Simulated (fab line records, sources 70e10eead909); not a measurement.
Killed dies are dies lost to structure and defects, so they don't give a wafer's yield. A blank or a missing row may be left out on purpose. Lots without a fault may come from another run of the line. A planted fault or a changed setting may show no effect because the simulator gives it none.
Chamber matching | flow nand_harc | NHARC_A_CONTACT_ETCH_102 on rie_diel-07: 4 sister chambers
The step etches the open film in CF4/O2, target depth 100 nm, overetch 10 nm, time 55 s. 4 wafers are shown with their chamber, then 10 later ones without.

WAFERS WITH THEIR CHAMBER
wafer  | chamber | showerhead_plenum_p_Torr (Torr)
L080.2 | 3       | 1.37
L083.5 | 0       | 1.39
L087.3 | 1       | 1.39
L087.4 | 2       | 1.43

WAFERS WITHOUT THEIR CHAMBER
wafer  | showerhead_plenum_p_Torr (Torr)
L087.6 | 1.38
L093.1 | 1.38
L093.3 | 1.36
L093.4 | 1.43
L095.4 | 1.38
L095.5 | 1.38
L095.6 | 1.43
L097.2 | 1.36
L097.3 | 1.43
L097.5 | 1.36

WHICH CHAMBER EACH WENT THROUGH
wafer  | from the rows above          | in truth
L087.6 | can't be placed: 3 or 0 or 1 | 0
L093.1 | can't be placed: 3 or 0 or 1 | 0
L093.3 | 3                            | 3
L093.4 | 2                            | 2
L095.4 | can't be placed: 3 or 0 or 1 | 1
L095.5 | can't be placed: 3 or 0 or 1 | 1
L095.6 | 2                            | 2
L097.2 | 3                            | 3
L097.3 | 2                            | 2
L097.5 | 3                            | 3
Placed correctly: 6 of 10. Can't be placed from these rows: 4 (the true chamber is among the candidates in 4). Placed wrongly: 0.
How it was worked out, from the rows above alone: a wafer's distance from a chamber is the root of the sum, over the readings, of the square of ((its reading less the chamber's mean) divided by the reading's scatter). The wafer belongs to the nearest chamber; if the next one is less than 2 further off, it can't be placed. A chamber's mean is the mean of its shown wafers. The scatter: with one shown wafer a chamber, the root of the mean of the squares of how far each hidden wafer lies from its nearest shown one.
